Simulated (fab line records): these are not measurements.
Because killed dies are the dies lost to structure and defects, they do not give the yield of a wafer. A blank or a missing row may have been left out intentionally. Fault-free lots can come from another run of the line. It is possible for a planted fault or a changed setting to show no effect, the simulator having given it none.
Which tool did it?    flow n5 finfet    72 wafers from 24 lots sampled at 5 of the route's 1938 steps

## WHAT THE GAUGES SHOWED, per wafer
N5_BEOL_M6_RS_MEAS_57: a four-point-probe measurement. Usual: M6_RS typically reads 0.285 ohm/sq, with standard deviation 0.0083.
lot   measured      on             M6_RS (ohm/sq)     flag
L074  day 10 08:47  film metro-01  0.294 0.283 0.282  
L076  day 10 11:33  film metro-01  0.278 0.289 0.284  
L075  day 10 12:35  film metro-01  0.279 0.288 0.285  
L079  day 10 15:40  film metro-01  0.293 0.285 0.287  
L081  day 10 20:51  film metro-02  0.285 0.281 0.286  
L077  day 10 22:28  film metro-02  0.300 0.283 0.287  
L082  day 11 00:58  film metro-01  0.282 0.268 0.276  
L080  day 11 04:59  film metro-02  0.283 0.278 0.286  
L078  day 12 05:04  film metro-01  0.284 0.278 0.268  
L083  day 12 07:19  film metro-01  0.283 0.289 0.269  
L084  day 12 07:49  film metro-01  0.275 0.272 0.277  
L085  day 12 10:55  film metro-02  0.266 0.273 0.276  
L086  day 12 13:46  film metro-01  0.285 0.299 0.290  
L087  day 13 13:49  film metro-02  0.294 0.284 0.277  
L089  day 13 13:56  film metro-01  0.301 0.296 0.295  
L088  day 13 14:35  film metro-02  0.281 0.296 0.286  
L090  day 13 17:32  film metro-02  0.291 0.302 0.297  
L091  day 14 06:26  film metro-01  0.273 0.280 0.279  
L092  day 14 09:14  film metro-01  0.288 0.280 0.275  
L093  day 14 14:54  film metro-01  0.296 0.284 0.289  
L094  day 14 15:40  film metro-01  0.289 0.284 0.300  
L095  day 14 16:36  film metro-01  0.281 0.276 0.287  
L097  day 15 08:59  film metro-02  0.276 0.294 0.272  
L096  day 15 09:39  film metro-01  0.277 0.302 0.296  

N5_BEOL_M7_INSPECT_13: inspects for defects (brightfield). Usual: raw defect count 415, standard deviation 82.
lot   measured      on                 raw defect count  flag
L074  day 10 12:01  defect inspect-01  298 569 448       
L076  day 10 14:38  defect inspect-01  424 496 441       
L075  day 10 15:20  defect inspect-01  365 288 347       
L079  day 10 17:29  defect inspect-02  434 518 396       
L081  day 10 23:49  defect inspect-01  446 395 375       
L077  day 11 00:04  defect inspect-01  425 605 608       
L082  day 11 03:22  defect inspect-02  519 607 425       
L080  day 11 07:47  defect inspect-01  366 354 347       
L078  day 12 07:28  defect inspect-01  355 425 371       
L083  day 12 11:14  defect inspect-02  326 301 295       
L084  day 12 11:25  defect inspect-01  442 355 575       
L085  day 12 12:46  defect inspect-02  338 459 342       
L086  day 12 15:41  defect inspect-01  272 441 368       
L087  day 13 16:53  defect inspect-01  406 571 391       
L089  day 13 16:41  defect inspect-01  360 388 454       
L088  day 13 17:03  defect inspect-02  456 378 349       
L090  day 13 20:58  defect inspect-01  531 711 469       
L091  day 14 08:22  defect inspect-01  552 364 394       
L092  day 14 11:30  defect inspect-01  543 368 300       
L093  day 14 17:16  defect inspect-01  435 351 348       
L094  day 14 18:04  defect inspect-02  335 496 333       
L095  day 14 19:23  defect inspect-01  374 483 421       
L097  day 15 11:43  defect inspect-01  373 430 367       
L096  day 15 12:13  defect inspect-01  560 481 365       

N5_BEOL_M7_THK_MEAS_53: measures by xrf. Usual: M7_THK typically reads 78.2 nm, with standard deviation 2.2.
lot   measured      on             M7_THK (nm)     flag
L074  day 10 16:44  film metro-02  80.7 79.4 81.2  
L076  day 10 19:39  film metro-01  78.4 73.8 75.4  
L075  day 10 23:04  film metro-02  82.2 81.1 76.7  
L079  day 11 00:01  film metro-02  77.9 73.1 79.0  
L081  day 11 06:47  film metro-02  83.1 78.0 83.2  
L077  day 11 07:04  film metro-01  76.7 77.8 76.5  
L082  day 11 08:00  film metro-01  75.5 79.1 79.3  
L080  day 11 15:54  film metro-02  78.1 77.6 77.9  
L078  day 12 13:11  film metro-01  74.4 78.3 77.7  
L083  day 12 17:49  film metro-01  79.1 78.4 74.7  
L084  day 12 18:05  film metro-02  77.2 80.6 77.6  
L085  day 12 18:17  film metro-01  77.5 76.5 77.7  
L086  day 12 20:43  film metro-02  75.7 78.4 76.5  
L087  day 13 23:28  film metro-01  77.3 79.2 77.3  
L089  day 13 23:07  film metro-02  76.1 80.1 78.5  
L088  day 13 23:43  film metro-02  81.3 76.9 78.1  
L090  day 14 01:22  film metro-01  79.4 78.5 79.5  
L091  day 14 14:30  film metro-01  78.6 79.8 77.5  
L092  day 14 17:36  film metro-02  80.3 81.6 79.8  
L093  day 14 22:43  film metro-01  76.6 78.6 78.5  
L094  day 15 00:34  film metro-01  77.8 76.1 79.9  
L095  day 15 04:07  film metro-01  82.5 83.1 80.1  
L097  day 15 20:16  film metro-02  77.2 73.8 78.2  
L096  day 15 20:34  film metro-02  78.2 76.9 78.2  

N5_BEOL_M8_THK_MEAS_01. Usual: M8_ILD_THK typically reads 155.1 nm, with standard deviation 2.2.
lot   measured      on             M8_ILD_THK (nm)    flag
L074  day 10 18:00  film metro-01  155.3 157.8 155.6  
L076  day 10 20:25  film metro-02  153.9 154.2 157.1  
L075  day 10 23:50  film metro-02  153.9 157.9 157.0  
L079  day 11 01:55  film metro-01  154.2 151.0 154.1  
L081  day 11 07:35  film metro-02  156.9 156.4 159.7  
L077  day 11 08:38  film metro-02  155.6 154.2 156.6  
L082  day 11 09:35  film metro-01  155.3 156.9 157.0  
L080  day 11 16:40  film metro-01  149.8 154.6 155.8  
L078  day 12 14:28  film metro-02  155.1 156.8 158.6  
L083  day 12 18:35  film metro-01  156.7 157.2 159.3  
L084  day 12 18:51  film metro-02  152.9 155.5 156.5  
L085  day 12 19:22  film metro-01  150.0 152.0 156.4  
L086  day 12 21:58  film metro-01  155.0 154.3 157.0  
L087  day 14 00:24  film metro-01  153.5 153.6 153.0  
L089  day 13 23:55  film metro-01  151.8 151.6 153.5  
L088  day 14 00:29  film metro-02  149.9 154.5 153.2  
L090  day 14 02:10  film metro-02  154.5 153.2 157.4  
L091  day 14 15:46  film metro-02  153.4 156.9 155.8  
L092  day 14 18:26  film metro-02  155.2 157.1 159.5  
L093  day 14 23:29  film metro-01  155.1 152.5 155.2  
L094  day 15 01:30  film metro-01  153.3 156.6 158.4  
L095  day 15 04:53  film metro-02  157.4 158.8 161.3  
L097  day 15 21:02  film metro-02  155.6 153.0 159.1  
L096  day 15 21:20  film metro-02  153.3 152.7 157.3  

## EACH LOT AND THE TOOL THAT RAN IT (in order: tool; ch and the chambers of the sampled wafers; start)
lot   N5_BEOL_M7_ILD_DEP_00
L074  pecvd-01 ch 0,1, day 10 08:52
L076  pecvd-01 ch 0,1, day 10 11:37
L075  pecvd-01 ch 0,1, day 10 12:40
L079  pecvd-01 ch 0,1, day 10 15:44
L081  pecvd-01 ch 0,2, day 10 20:55
L077  pecvd-02 ch 0,1,2, day 10 22:32
L082  pecvd-04 ch 0,1, day 11 01:02
L080  pecvd-02 ch 0,1,2, day 11 05:03
L078  pecvd-01 ch 0,1,2, day 12 05:08
L083  pecvd-02 ch 0,1, day 12 07:23
L084  pecvd-04 ch 1,2, day 12 07:53
L085  pecvd-01 ch 0,1,2, day 12 10:58
L086  pecvd-04 ch 1,2, day 12 13:50
L087  pecvd-01 ch 0,1, day 13 13:53
L089  pecvd-04 ch 1,2, day 13 14:00
L088  pecvd-01 ch 0,1,2, day 13 14:39
L090  pecvd-02 ch 0,1, day 13 17:37
L091  pecvd-04 ch 0,1,2, day 14 06:29
L092  pecvd-04 ch 1,2, day 14 09:17
L093  pecvd-01 ch 0,2, day 14 14:58
L094  pecvd-02 ch 0,2, day 14 15:44
L095  pecvd-04 ch 0,1,2, day 14 16:41
L097  pecvd-04 ch 1,2, day 15 09:03
L096  pecvd-04 ch 1,2, day 15 09:43
- N5_BEOL_M7_ILD_DEP_00: deposits SiCOH lowk from DEMS/porogen, target thk 179.75 nm, time 33.4 s.

## WHAT THE TOOLS THEMSELVES READ (means of the sampled wafers that have a number; where no wafer has one, the mark that the record gives instead)
N5_BEOL_M7_ILD_DEP_00. Usual: heater power w 306 W, standard deviation 58; showerhead plenum p Torr 5.731 Torr, standard deviation 0.02; showerhead vpp V 1373 V, standard deviation 82; susceptor temp C 300.00 C, standard deviation 0.19; throttle valve pct 13.8 %, standard deviation 0.46.
lot   tool      heater power w (W)  showerhead plenum p Torr (Torr)  showerhead vpp V (V)  susceptor temp C (C)  throttle valve pct (%)  flag
L074  pecvd-01  261                 5.722                            1319                  300.16                14.1                    
L076  pecvd-01  257                 5.712                            1367                  300.04                14.1                    
L075  pecvd-01  261                 5.705                            1349                  299.82                14.1                    
L079  pecvd-01  253                 5.726                            1317                  299.99                14.4                    
L081  pecvd-01  294                 5.720                            1378                  299.94                13.5                    
L077  pecvd-02  282                 5.745                            1436                  299.98                13.8                    
L082  pecvd-04  389                 5.733                            1401                  299.84                13.7                    
L080  pecvd-02  275                 5.737                            1427                  299.87                13.9                    
L078  pecvd-01  277                 5.724                            1354                  300.06                13.8                    
L083  pecvd-02  274                 5.736                            1522                  300.16                14.0                    
L084  pecvd-04  289                 5.731                            1352                  300.08                13.3                    
L085  pecvd-01  274                 5.717                            1338                  299.99                13.8                    
L086  pecvd-04  352                 5.728                            1378                  300.22                13.4                    
L087  pecvd-01  276                 5.708                            1355                  299.95                14.2                    
L089  pecvd-04  331                 5.737                            1359                  300.11                13.3                    
L088  pecvd-01  268                 5.712                            1346                  300.00                13.7                    
L090  pecvd-02  301                 5.737                            1519                  300.00                13.9                    
L091  pecvd-04  344                 5.746                            1379                  300.08                13.8                    
L092  pecvd-04  328                 5.724                            1378                  299.92                13.3                    
L093  pecvd-01  267                 5.722                            1360                  300.15                13.4                    
L094  pecvd-02  284                 5.756                            1342                  299.96                13.8                    
L095  pecvd-04  363                 5.726                            1368                  300.06                13.5                    
L097  pecvd-04  348                 5.727                            1377                  300.01                13.4                    
L096  pecvd-04  309                 5.723                            1379                  300.09                13.6                    

## THE ANSWER, worked out from the rows above alone
Rule: a lot counts as off when the mean over its wafers that have a number is more than 3 standard deviations away from the usual mean. A lot without any number at a reading at which 4 lots or more have one is off too. All remaining lots with rows at the step are treated as sound. The gauges are gone through in route order, then the tools' own readings, and for those a lot's mean is taken as printed above. The first step at which some lot is off is used, and at that step the reading that is off furthest; a lot without a number counts as furthest.
Across all readings shown, no lot is off: no conclusion can be drawn from this.

## WHAT HAD BEEN PUT IN BY THE SIMULATOR
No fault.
